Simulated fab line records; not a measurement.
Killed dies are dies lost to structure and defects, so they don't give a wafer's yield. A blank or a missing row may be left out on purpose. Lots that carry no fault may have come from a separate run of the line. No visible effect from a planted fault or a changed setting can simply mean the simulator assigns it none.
fab line records	flow n5_finfet
record lots=6	wafers=17	last_day=17
route steps=1938 shown BEOL_M11@1563 PASSIVATION@1936
lots with no fault: from the same line, run without faults
start_h: hours from the record's opening day to when the first of the lot's shown wafers began	wait_h: time in hours since the lot's previous step	" unchanged from the row above	L1.1+2: several wafers, shown together as one row	- either no value or no given start	* or withheld: withheld	< > ~ a bound
route shown NAME@n: a module of which the file shows steps, and the number in the route of the first	usual: average and standard deviation across the fault-free wafers	same: alike in all rows	chamber/n: place in a boat	sites: readings site by site	_std_site: their standard deviation	_edge_site: inner sites' mean taken away from outer sites' mean	radius_mm: how far each site lies from the wafer's centre	mask NAME#n: copy n	behind: the last tool/chamber to shape the wafer	hold: why the lot went on hold/how many hours it stayed there/how the hold came to an end	device: the transistor (n, p or np) that didn't switch	end of line: tests run on the same wafers once the route is complete	where a step has no rows: the recipe by itself	killed: at the first sort, the dies lost to defects and structure; wafer yield is something else	map: a wafer's dies, x killed, . not, _ none there
set.NAME: the setting as run; set.NAME@STEP: as run at that earlier step	model.NAME: the simulator's own value behind a step, which no gauge read
certain route steps with their lots: each step a table, each wafer a row
services: the hour from which a tool's chamber was out of use, counted from the record's first day as start_h (under 0 if before that day), plus the number of hours and why
## steps
# step N5_BEOL_M11_EBR_24
# recipe solvent=PGMEA	ebr_width_mm=1.5
# step N5_BEOL_M11_SOFTBAKE_23
# recipe temp_c=110	time_s=60	resist=CAR-ArF
# step N5_BEOL_M11_EXPOSE_25
# recipe mask_id=V10	na=1.35	source_shape=annular	sigma_inner=0.5	sigma_outer=0.8	polarization=unpolarized	dose_mj=85.5
# step N5_BEOL_M11_PEB_26
# recipe peb_temp_c=withheld	peb_time_s=60	resist=CAR-ArF
# step N5_BEOL_M11_DEVELOP_27
# recipe develop_time_s=30	developer=TMAH	resist=CAR-ArF	rinse_liquid=diw	dry=air_spin	dev_temp_c=23
# step N5_BEOL_M11_CD_MEAS_28
# recipe target_cd_nm=70	landing_energy_ev=500	detector=se_inlens	polarity=opening
# usual cd_nm=69.4/1.1
lot.wafer	tool	chamber	start_h	wait_h	cd_nm
L242.3	cd_sem-01	0	239.01	-	68.6
L242.4	"	0	"	"	67.7
L242.6	"	0	"	"	69.4
L243.1	cd_sem-01	0	265.14	-	68.9
L243.5	"	0	"	"	68.9
L243.6	"	0	"	"	68.5
L246.4	cd_sem-03	0	285.60	-	70.2
L246.5	"	0	"	"	71.0
L246.6	"	0	"	"	71.9
L248.2	cd_sem-01	0	288.61	-	70.4
L248.3	"	0	"	"	71.4
L248.6	"	0	"	"	70.8
L251.5	cd_sem-01	0	312.12	-	71.0
L251.6	"	0	"	"	70.1
L258.2	cd_sem-01	0	354.58	-	69.9
L258.3	"	0	"	"	68.8
L258.6	"	0	"	"	69.1
# step N5_BEOL_M11_OVL_MEAS_29
# recipe points_per_wafer=44
# usual V10_OVL=0.2/0.69
lot.wafer	tool	chamber	start_h	wait_h	V10_OVL[nm]
L242.3	overlay-02	0	239.04	0.0	0.8
L242.4	"	0	"	"	0.0
L242.6	"	0	"	"	0.3
L243.1	overlay-02	0	265.17	0.0	-0.5
L243.5	"	0	"	"	-0.6
L243.6	"	0	"	"	0.3
L246.4	overlay-01	0	285.63	0.0	1.8
L246.5	"	0	"	"	1.0
L246.6	"	0	"	"	0.4
L248.2	overlay-01	0	288.63	0.0	0.7
L248.3	"	0	"	"	0.1
L248.6	"	0	"	"	0.1
L251.5	overlay-01	0	312.14	0.0	-1.5
L251.6	"	0	"	"	-1.1
L258.2	overlay-02	0	354.61	0.0	0.6
L258.3	"	0	"	"	-1.4
L258.6	"	0	"	"	0.0
# step N5_BEOL_M11_INSPECT_30
# recipe mode=adi	inspect_instrument=brightfield
# usual raw_defect_count=419/100
lot.wafer	tool	chamber	start_h	wait_h	raw_defect_count
L242.3	defect_inspect-02	-	239.06	0.0	469
L242.4	"	-	"	"	434
L242.6	"	-	"	"	391
L243.1	defect_inspect-01	-	265.20	0.0	344
L243.5	"	-	"	"	313
L243.6	"	-	"	"	328
L246.4	defect_inspect-01	-	285.65	0.0	449
L246.5	"	-	"	"	472
L246.6	"	-	"	"	485
L248.2	defect_inspect-01	-	288.66	0.0	349
L248.3	"	-	"	"	281
L248.6	"	-	"	"	286
L251.5	defect_inspect-02	-	312.17	0.0	642
L251.6	"	-	"	"	597
L258.2	defect_inspect-01	-	354.63	0.0	375
L258.3	"	-	"	"	416
L258.6	"	-	"	"	513
# step N5_BEOL_M11_DESCUM_33
# recipe chemistry=O2	time_s=7.9	source_power_w=50	bias_power_w=20	pressure_mtorr=20	rf_frequency_hz=2.712e+07	temp_c=40	resist=CAR-ArF	o2_flow_sccm=225
# usual drypump_motor_current_A=5.8/0.43	oes_product_au=0.76/0.084	rf_vpp_V=243.0/1.3	showerhead_plenum_p_Torr=2.08/0.061	throttle_valve_pct=20.49/0.26
lot.wafer	tool	chamber	start_h	wait_h	drypump_motor_current_A	oes_product_au	rf_hours_counter_h	rf_vpp_V	showerhead_plenum_p_Torr	throttle_valve_pct
L242.3	rie_diel-02	0	239.42	0.4	5.8	0.72	224	242.3	2.07	20.64
L242.4	"	2	"	"	6.3	0.71	187	243.8	2.17	20.64
L242.6	"	3	"	"	5.8	0.70	-	244.2	2.06	20.20
L243.1	rie_diel-02	1	265.80	0.6	6.0	0.76	139	241.7	2.02	20.83
L243.5	"	2	"	"	6.3	0.71	-	244.0	2.17	20.63
L243.6	"	3	"	"	5.9	0.70	-	242.4	2.05	20.22
L246.4	rie_diel-02	2	286.06	0.4	6.3	0.70	-	244.4	2.17	20.66
L246.5	"	1	"	"	6.0	0.75	-	242.1	2.01	20.84
L246.6	"	2	"	"	6.3	0.69	-	242.6	2.17	20.63
L248.2	rie_diel-04	0	288.71	0.1	5.3	0.69	222	241.3	1.97	20.48
L248.3	"	2	"	"	6.2	0.72	188	243.3	2.08	20.69
L248.6	"	3	"	"	5.3	0.94	-	242.1	2.07	19.92
L251.5	rie_diel-02	1	312.21	0.0	6.0	0.74	-	240.1	2.01	20.88
L251.6	"	0	"	"	5.8	0.71	-	243.7	2.06	20.69
L258.2	rie_diel-04	0	354.67	0.0	5.2	0.68	242	241.4	1.96	20.51
L258.3	"	1	"	"	5.2	0.82	85	243.9	2.12	20.52
L258.6	"	0	"	"	5.2	0.68	-	241.7	1.96	20.52
# step N5_BEOL_M11_ETCH_65
# recipe chemistry=CF4	target=SiARC	target_depth_a=390	mask_material=CAR-ArF	time_s=65	ion_energy_ev=80	pressure_mtorr=40	source_w=545	bias_w=36	Ar_flow_sccm=100	cf4_flow_sccm=100	ends=cleared
# usual drypump_motor_current_A=5.8/0.44	etch_rf_on_time_s=65.4/1.3	oes_product_au=0.65/0.072	rf_vpp_V=183.9/1	showerhead_plenum_p_Torr=2.13/0.057	throttle_valve_pct=15.69/0.27
lot.wafer	tool	chamber	start_h	wait_h	drypump_motor_current_A	etch_rf_on_time_s	oes_product_au	rf_hours_counter_h	rf_vpp_V	showerhead_plenum_p_Torr	throttle_valve_pct
L242.3	rie_diel-02	0	239.46	0.0	5.8	65.3	0.62	224	183.4	2.11	15.85
L242.4	"	2	"	"	6.3	64.2	0.61	187	185.9	2.21	15.78
L242.6	"	3	"	"	5.9	66.3	0.60	-	183.9	2.12	15.55
L243.1	rie_diel-02	1	265.84	0.0	6.0	64.0	0.64	139	184.2	2.06	15.94
L243.5	"	2	"	"	6.2	65.4	0.60	-	183.9	2.21	15.81
L243.6	"	3	"	"	5.8	64.9	0.60	-	183.5	2.11	15.57
L246.4	rie_diel-02	2	286.12	0.0	6.3	66.2	0.60	-	185.4	2.21	15.80
L246.5	"	1	"	"	6.0	66.1	0.63	-	182.9	2.06	15.95
L246.6	"	2	"	"	6.3	65.8	0.60	-	185.9	2.21	15.82
L248.2	rie_diel-04	0	288.75	0.0	5.2	65.5	0.60	222	183.1	2.04	15.84
L248.3	"	2	"	"	6.2	64.6	0.61	188	183.9	2.13	15.90
L248.6	"	3	"	"	5.3	62.7	0.81	-	183.7	2.10	14.98
L251.5	rie_diel-02	1	312.26	0.0	6.0	65.9	0.62	-	184.7	2.06	15.97
L251.6	"	0	"	"	5.8	67.2	0.60	-	181.3	2.10	15.89
L258.2	rie_diel-04	0	354.70	0.0	5.2	66.9	0.58	242	182.2	2.04	15.88
L258.3	"	1	"	"	5.2	67.1	0.69	85	183.2	2.17	15.67
L258.6	"	0	"	"	5.2	66.7	0.58	-	182.8	2.04	15.89
# step N5_BEOL_M11_ETCH_66
# recipe chemistry=N2/H2	target=SOC	target_depth_a=1200	overetch_a=240	mask_material=SiARC	temp_c=40	time_s=180	ion_energy_ev=200	pressure_mtorr=30	source_w=840	bias_w=150	n2_flow_sccm=200	h2_flow_sccm=200
# usual drypump_motor_current_A=5.8/0.43	oes_product_au=0.62/0.065	rf_vpp_V=523.5/2.1	run_length_s=203.4/0.33	showerhead_plenum_p_Torr=2.53/0.076	throttle_valve_pct=17.83/0.29
lot.wafer	tool	chamber	start_h	wait_h	drypump_motor_current_A	oes_product_au	rf_hours_counter_h	rf_vpp_V	run_length_s	showerhead_plenum_p_Torr	throttle_valve_pct
L242.3	rie_diel-02	0	239.51	0.0	5.7	0.58	225	524.4	203.3	2.50	18.04
L242.4	"	2	"	"	6.3	0.58	187	526.5	203.3	2.63	17.95
L242.6	"	3	"	"	5.9	0.57	-	522.3	203.3	2.50	17.79
L243.1	rie_diel-02	1	265.89	0.0	6.0	0.60	139	521.9	202.7	2.45	18.24
L243.5	"	2	"	"	6.3	0.58	-	524.5	203.1	2.63	17.98
L243.6	"	3	"	"	5.9	0.57	-	523.3	203.2	2.50	17.78
L246.4	rie_diel-02	2	286.23	0.1	6.3	0.57	-	526.3	203.2	2.62	17.99
L246.5	"	1	"	"	6.0	0.60	-	522.0	203.5	2.44	18.25
L246.6	"	2	"	"	6.2	0.56	-	525.3	203.2	2.62	18.01
L248.2	rie_diel-04	0	288.80	0.0	5.2	0.57	223	519.4	203.6	2.41	17.94
L248.3	"	2	"	"	6.2	0.58	188	523.4	203.9	2.52	17.99
L248.6	"	3	"	"	5.3	0.76	-	522.8	203.6	2.49	17.12
L251.5	rie_diel-02	1	312.34	0.1	6.0	0.60	-	520.4	203.3	2.44	18.26
L251.6	"	0	"	"	5.8	0.57	-	523.7	203.0	2.50	18.09
L258.2	rie_diel-04	0	354.75	0.0	5.3	0.56	242	520.0	203.6	2.41	17.97
L258.3	"	1	"	"	5.2	0.66	85	525.9	203.6	2.57	17.85
L258.6	"	0	"	"	5.3	0.55	-	520.8	204.1	2.41	17.97
# step N5_BEOL_M11_STRIP_69
# recipe chemistry=N2/H2	temp_c=40	n2_flow_sccm=200	h2_flow_sccm=200	rf_frequency_hz=6e+07
# step N5_BEOL_M11_VIA_ETCH_34
# recipe chemistry=C4F6/O2	target=SiCOH_lowk	target_depth_a=1845	mask_material=SOC	taper_deg=4	time_s=69.2	ion_energy_ev=250	pressure_mtorr=30	source_w=345	bias_w=185	Ar_flow_sccm=300	C4F6_flow_sccm=10	O2_flow_sccm=10
# usual drypump_motor_current_A=5.8/0.43	oes_product_au=0.76/0.086	rf_vpp_V=664/9.6	run_length_s=92.6/0.33	showerhead_plenum_p_Torr=2.84/0.073	throttle_valve_pct=20.97/0.26
lot.wafer	tool	chamber	start_h	wait_h	drypump_motor_current_A	oes_product_au	rf_hours_counter_h	rf_vpp_V	run_length_s	showerhead_plenum_p_Torr	throttle_valve_pct	model.etch.depth_nm	model.SOC_of_BEOL_M11_COAT_63.thk_nm
L242.3	rie_diel-02	0	239.63	0.0	5.8	0.72	225	675	92.7	2.81	21.10	183.3	92
L242.4	"	2	"	"	6.3	0.70	187	667	92.7	2.93	20.98	181.2	92
L242.6	"	3	"	"	5.8	0.69	-	660	92.3	2.82	20.81	178.5	92.4
L243.1	rie_diel-02	1	266.01	0.0	6.0	0.74	139	668	92.0	2.74	21.28	183.7	92.4
L243.5	"	2	"	"	6.3	0.70	-	667	93.0	2.93	20.99	181.5	92
L243.6	"	3	"	"	5.9	0.69	-	658	92.3	2.82	20.82	182.9	92.6
L246.4	rie_diel-02	2	286.38	0.0	6.3	0.70	-	666	98.4	2.92	21.02	196.5	91
L246.5	"	1	"	"	6.0	0.75	-	666	92.1	2.74	21.31	185	91.8
L246.6	"	2	"	"	6.2	0.70	-	666	98.0	2.92	21.02	197.4	90.6
L248.2	rie_diel-04	0	288.92	0.0	5.3	0.70	223	672	92.5	2.72	21.10	181.8	91.8
L248.3	"	2	"	"	6.2	0.71	188	662	92.4	2.85	21.25	182.3	91.8
L248.6	"	3	"	"	5.3	0.94	-	675	92.8	2.81	20.38	186.4	91.4
L251.5	rie_diel-02	1	312.43	0.0	6.0	0.74	-	669	92.3	2.73	21.32	184.7	91.8
L251.6	"	0	"	"	5.8	0.71	-	673	98.4	2.80	21.15	197.1	90.8
L258.2	rie_diel-04	0	354.88	0.0	5.2	0.68	242	670	92.9	2.71	21.13	181.3	92.2
L258.3	"	1	"	"	5.2	0.82	85	676	92.5	2.89	21.03	184	91.6
L258.6	"	0	"	"	5.2	0.69	-	671	92.5	2.71	21.14	180.9	92.2
# step N5_BEOL_M11_STRIP_73
# recipe chemistry=C4F6/O2	resist=SiARC	rf_frequency_hz=6e+07
# step N5_PASSIVATION_PROBE_49
# usual defect_limited_yield=91.3/1.5	killed_at_M0_to_M3=34/9.4	killed_at_M4_up=13/5.3	killed_at_contacts=13/5.7	killed_at_front_end=40/10	killed_at_other=3.7/2.8	killed_dies=103/17	killed_open=67/13	killed_short=35/8.5	sort_bin_4_leakage=0.00/0.016	sort_bin_5_function=5.0/0.98	sort_bin_6_memory=3.3/0.7	sort_n_pass=1077/17	sort_yield_pct=91.3/1.5
# same gross_dies=1180	killed_at_back_side=0	sort_bin_8_speed[%]=0
lot.wafer	tool	chamber	start_h	wait_h	defect_limited_yield[%]	killed_at_M0_to_M3	killed_at_M4_up	killed_at_contacts	killed_at_front_end	killed_at_other	killed_dies	killed_open	killed_short	sort_bin_4_leakage[%]	sort_bin_5_function[%]	sort_bin_6_memory[%]	sort_n_pass	sort_yield_pct[%]
L242.3	prober-01	-	289.61	0.1	91.9	34	11	7	43	0	95	62	30	0	5.3	2.5	1085	91.9
L242.4	prober-01	-	289.66	0.2	93.4	24	10	5	34	5	78	52	24	0	4.2	1.9	1102	93.4
L242.6	prober-01	-	289.76	0.3	90.9	33	11	14	39	10	107	74	32	0	5.8	3.0	1073	90.9
L246.4	prober-01	-	331.44	0.2	94.0	25	6	9	28	3	71	44	27	0	3.7	2.2	1109	94.0
L246.5	prober-01	-	331.49	0.2	93.1	40	7	3	29	3	82	38	44	0	4.3	2.4	1098	93.1
L246.6	prober-01	-	331.54	0.3	93.6	26	14	4	25	7	76	44	32	0	3.9	2.2	1104	93.6
L248.2	prober-02	-	331.69	0.1	89.4	35	28	4	44	14	125	76	48	0	5.7	4.2	1055	89.4
L248.3	prober-02	-	331.74	0.1	89.9	41	17	10	48	3	119	81	32	0	5.6	3.7	1061	89.9
L248.6	prober-02	-	331.89	0.3	90.4	47	11	10	39	6	113	83	30	0	5.4	3.9	1067	90.4
# killed by level:class
L242.3 STI_FIN_REVEAL:geometric_particle:open=19 BEOL_M1:geometric_particle:open=10 FIN_SAQP:geometric_particle:short=8 MOL_CONTACT_COAG:geometric_particle:open=6 BEOL_M3:geometric_particle:open=5 GATE_CUT:geometric_particle:short=4 BEOL_M0_SAQP:geometric_particle:open=4 BEOL_M0:geometric_particle:open=4
L242.4 STI_FIN_REVEAL:geometric_particle:open=14 FIN_SAQP:geometric_particle:short=5 BEOL_M0_SAQP:geometric_particle:open=5 BEOL_M2:geometric_particle:open=5 STI_FIN_REVEAL:geometric_particle:short=4 MOL_CONTACT_COAG:geometric_particle:open=4 BEOL_M1:geometric_particle:open=4 BEOL_M4:geometric_particle:open=4
L242.6 STI_FIN_REVEAL:geometric_particle:open=14 BEOL_M1:geometric_particle:open=9 MOL_CONTACT_COAG:geometric_particle:open=8 STARTING-WAFER:geometric_particle:open=7 FIN_SAQP:geometric_particle:short=6 FIN_SAQP:geometric_particle:open=6 MOL_CONTACT_COAG:geometric_particle:short=6 BEOL_M3:geometric_particle:open=6
L246.4 BEOL_M0_SAQP:geometric_particle:open=9 DUMMY_GATE:geometric_particle:open=6 MOL_CONTACT_COAG:geometric_particle:open=6 GATE_CUT:geometric_particle:short=5 BEOL_M0_SAQP:geometric_particle:short=5 FIN_SAQP:geometric_particle:short=4 ILD0:geometric_particle:open=3 MOL_CONTACT_COAG:geometric_particle:short=3
L246.5 BEOL_M0_SAQP:geometric_particle:open=13 BEOL_M0_SAQP:geometric_particle:short=11 ILD0:geometric_particle:short=8 FIN_SAQP:geometric_particle:short=5 BEOL_M1:geometric_particle:short=4 GATE_CUT:geometric_particle:short=3 BEOL_M1:geometric_particle:open=3 BEOL_M2:geometric_particle:open=3
L246.6 BEOL_M3:geometric_particle:open=8 STI_FIN_REVEAL:geometric_particle:open=5 BEOL_M2:geometric_particle:open=5 FIN_SAQP:geometric_particle:open=4 GATE_CUT:geometric_particle:short=4 BEOL_M0_SAQP:geometric_particle:short=4 BEOL_M1:geometric_particle:short=4 BEOL_M5:geometric_particle:short=4
L248.2 BEOL_M0_SAQP:geometric_particle:short=14 BEOL_M4:geometric_particle:open=14 FIN_SAQP:geometric_particle:short=6 STI_FIN_REVEAL:geometric_particle:open=6 MIM_TOP_ETCH:geometric_particle:open=6 GATE_CUT:geometric_particle:short=5 BEOL_M0_SAQP:geometric_particle:open=5 BEOL_M6:geometric_particle:open=5
L248.3 BEOL_M0_SAQP:geometric_particle:open=18 FIN_SAQP:geometric_particle:open=13 MOL_CONTACT_COAG:geometric_particle:open=8 BEOL_M0_SAQP:geometric_particle:short=8 BEOL_M4:geometric_particle:open=7 FIN_SAQP:geometric_particle:short=6 DUMMY_GATE:geometric_particle:open=6 STI_FIN_REVEAL:geometric_particle:open=5
L248.6 BEOL_M2:geometric_particle:open=25 STI_FIN_REVEAL:geometric_particle:open=10 MOL_CONTACT_COAG:geometric_particle:open=9 BEOL_M0_SAQP:geometric_particle:open=7 BEOL_M3:geometric_particle:open=6 BEOL_M4:geometric_particle:open=6 DUMMY_GATE:geometric_particle:open=5 BEOL_M0_SAQP:geometric_particle:short=5
## services
tool	chamber	start_h	hours	kind
rie_diel-04	1	229.69	7.4	repair
rie_diel-02	3	267.81	-	clean
rie_diel-02	3	267.81	-	consumable_replace:focus_ring
rie_diel-02	3	267.81	36.6	scheduled_down
rie_diel-02	3	267.81	36.6	vent_cycle
rie_diel-04	-	273.42	14.6	pm
rie_diel-02	0	279.54	8.0	repair
rie_diel-02	0	289.38	4.3	repair
rie_diel-02	0	316.61	4.1	repair
rie_diel-02	2	319.89	2.5	repair
rie_diel-02	3	323.57	29.4	repair
rie_diel-02	1	326.74	3.5	repair
## key
first_sign step=N5_BEOL_M11_VIA_ETCH_34	reading=run_length_s	direction=up	sigmas=17	usual=*	struck=*
effect none on later readings
model_effect step=N5_BEOL_M11_VIA_ETCH_34	value=etch.depth_nm	without=182.1	struck=197
met_at N5_BEOL_M11_VIA_ETCH_34
struck_wafers L246.4,L246.6,L251.6
onset_between 266.01 286.38
fault kind=process_parameter_drift	tool=rie_diel-02	chamber=-	onset_h=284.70	steps=N5_BEOL_M11_VIA_ETCH_34	channel=time_s	offset=*	shape=step	end_h=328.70	scope=struck_wafers_only	acts_in=*	stated=*
